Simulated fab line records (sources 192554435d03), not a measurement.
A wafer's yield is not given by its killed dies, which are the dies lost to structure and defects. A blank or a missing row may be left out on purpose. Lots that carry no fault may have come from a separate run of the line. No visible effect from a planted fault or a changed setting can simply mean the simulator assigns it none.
Chamber matching -- flow n5-finfet -- 4 sister chambers for N5_HKMG_FIN_ALD_21 on ald-metal-04
The step deposits TiN, target thk 1.5 nm, pulse time 1 s, purge time 3 s. 8 wafers are shown with their chamber, then 9 later ones without.

## WAFERS, EACH WITH ITS CHAMBER
wafer,chamber,heater-power-w (W),precursor-pulse-height-rel
L086.2,1,755,0.980
L086.4,0,852,1.000
L087.1,3,906,1.017
L087.2,2,870,0.992
L087.3,0,831,1.013
L087.4,1,761,0.981
L087.5,2,879,0.989
L087.6,3,893,0.979

## WAFERS WHOSE CHAMBER IS MISSING
wafer,heater-power-w (W),precursor-pulse-height-rel
L088.1,764,1.009
L088.2,841,1.024
L088.4,859,0.983
L091.1,763,0.975
L091.2,847,0.988
L091.3,891,1.011
L091.4,884,1.009
L091.5,750,1.030
L091.6,868,1.027

## EACH ONE'S CHAMBER
wafer,from the rows above,in truth
L088.1,1,1
L088.2,0,0
L088.4,can't be placed: 2 or 0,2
L091.1,1,1
L091.2,can't be placed: 0 or 2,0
L091.3,can't be placed: 3 or 2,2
L091.4,can't be placed: 2 or 3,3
L091.5,1,1
L091.6,can't be placed: 2 or 0 or 3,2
Correctly placed: 4 of 9. From these rows, 5 cannot be placed; in 5 the true chamber is one of the candidates. Placed wrongly: 0.
How it was worked out, from the rows above alone: a wafer's distance from a chamber is the root of the sum, over the readings, of the square of ((its reading less the chamber's mean) divided by the reading's scatter). The wafer belongs to the nearest chamber; if the next one is less than 2 further off, it can't be placed. For every chamber, the mean is computed from those of its wafers that are shown. The scatter is the square root of a quotient: the sum, over the shown wafers, of each reading's squared deviation from its chamber's mean, divided by wafers minus chambers.
